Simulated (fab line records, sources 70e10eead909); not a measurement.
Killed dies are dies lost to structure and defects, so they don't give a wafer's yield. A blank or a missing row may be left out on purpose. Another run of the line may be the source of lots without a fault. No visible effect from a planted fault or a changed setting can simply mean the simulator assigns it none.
A lot that was struck, set against a sound lot / flow nandHarc / 20 out of 1159 route steps
Sound: the wafers L439.1, L439.2, L439.6. Wafers struck: L449.2, L449.3, L449.6. The cause comes at the end.
Order at every step that has rows: each side's tool, ch and its chambers, its first start. Under that, the readings that differ: sound wafers / struck wafers / difference of the means / sigmas: that difference in standard deviations of wafers without a fault.
alike: readings whose means differ by less than 2 such deviations, and words and numbers that are the same on both sides. not compared: withheld readings, readings that some wafer has no value for, bounds like >300 that may hide the same value, and numbers for which the record gives no deviation and whose values overlap.
The two part at a step that has a row with sigmas, a row that says differs or no value, or rows on one side only. Numbers that don't overlap but have no deviation are shown without sigmas and don't part them. Lack of a reading on every wafer of one side parts them only where that side has two or more wafers.

NHARC_A_BLC_CMP_25: polishes, t overpolish 30 s, target thk 150 nm.
  sound on cmp-02 ch 1,2, day 18 11:08; struck on cmp-03 ch 0,2,3, day 20 18:42
  alike: motorCurrentA, overpolishRunS, timeToEndpointS
after that, 1 step had no rows for these wafers: NHARC_A_BLC_SRD_27.
NHARC_A_BLC_INSPECT_28:
  sound on defectInspect-01, day 18 11:31; struck on defectInspect-02, day 20 19:03
  alike: rawDefectCount
then, 8 steps without rows for these wafers: NHARC_A_M0_DEP_00 (deposits SiOC, target thk 150 nm); NHARC_A_M0_DEHYDRATE_01 (time 120 s); NHARC_A_M0_HMDS_02 (time 30 s); NHARC_A_M0_COAT_33 (time 65 s); NHARC_A_M0_COAT_03 (resist thk 90 nm); NHARC_A_M0_SOFTBAKE_04 (time 55 s); NHARC_A_M0_EBR_05; NHARC_A_M0_EXPOSE_06 (exposes mask A M0, target cd 80 nm).
NHARC_A_M0_PEB_07: peb time 65 s.
  sound on lithoTrack-01 ch 0, day 18 12:29; struck on lithoTrack-01 ch 0, day 20 19:58
reading=heaterPowerTotalW (W); sound=156.6 156.1 156.1; struck=162.4 162.3 162.1; difference=+6.0; sigmas=+15
reading=plateTempC (C); sound=100.33 99.97 100.26; struck=102.48 102.38 102.50; difference=+2.27; sigmas=+19
  alike: exhaustPa
then, 1 step without rows for these wafers: NHARC_A_M0_DEVELOP_08 (develop time 35 s).
NHARC_A_M0_CD_MEAS_09: target cd 80 nm.
  sound on cdSem-01 ch 0, day 18 12:34; struck on cdSem-03 ch 0, day 20 20:02
reading=cdNm (nm); sound=80.0 79.8 79.5; struck=88.5 88.0 88.5; difference=+8.6; sigmas=+15
NHARC_A_M0_OVL_MEAS_10: pitch 160 nm.
  sound on overlay-02, day 18 12:39; struck on overlay-02, day 20 20:07
  alike: overlayXNm, overlayYNm
NHARC_A_M0_INSPECT_11:
  sound on defectInspect-01, day 18 12:41; struck on defectInspect-02, day 20 20:10
reading=rawDefectCount; sound=16 15 17; struck=60 43 53; difference=+36; sigmas=+2
NHARC_A_M0_DESCUM_14: chemistry O2, time 3 s.
  sound on rieDiel-01 ch 0,2, day 18 12:44; struck on rieDiel-09 ch 0,1,3, day 20 20:15
reading=drypumpMotorCurrentA (A); sound=6.7 6.7 6.7; struck=5.8 6.0 5.3; difference=-1.0; sigmas=-2
reading=model.A_M0.cdNm (nm); sound=79.06 79.65 78.61; struck=88.88 88.58 88.79; difference=+9.64; sigmas=
  alike: mfcArSccm, oesProductAu, rfVppV, showerheadPlenumPTorr, throttleValvePct
  not compared: rfHoursCounterH
NHARC_A_M0_ETCH_34: etches the open film in N2/H2, target depth 40 nm, overetch 12 nm, time 43.94 s.
  sound on rieDiel-01 ch 2,3, day 18 12:50; struck on rieDiel-09 ch 0,3, day 20 20:20
  alike: drypumpMotorCurrentA, mfcArSccm, n2FlowSccm, oesProductAu, rfVppV, showerheadPlenumPTorr, throttleValvePct
  not compared: rfHoursCounterH
NHARC_A_M0_ETCH_15: etches the open film in C4F8/Ar, target depth 150 nm, overetch 15 nm, time 82.5 s.
  sound: rieDiel-01 ch 0,2,3; struck: rieDiel-09 ch 0,3
reading=model.A_M0.cdNm (nm); sound=79.29 79.53 78.99; struck=89.04 88.61 88.92; difference=+9.59; sigmas=
  alike: oesProductAu, rfVppV
  not compared: rfHoursCounterH
NHARC_A_M0_CD_MEAS_16:
  sound on cdSem-02, day 18 13:02; struck on cdSem-01, day 20 20:35
reading=cdNm (nm); sound=79.5 79.8 79.1; struck=89.3 88.7 88.8; difference=+9.5; sigmas=+15

WHERE THEY PART
At NHARC_A_M0_PEB_07 first; at NHARC_A_M0_CD_MEAS_16 last (within this record only).

WHY: what had been put in by the simulator
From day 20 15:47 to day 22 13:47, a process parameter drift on lithoTrack-01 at NHARC_A_M0_PEB_07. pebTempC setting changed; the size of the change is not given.
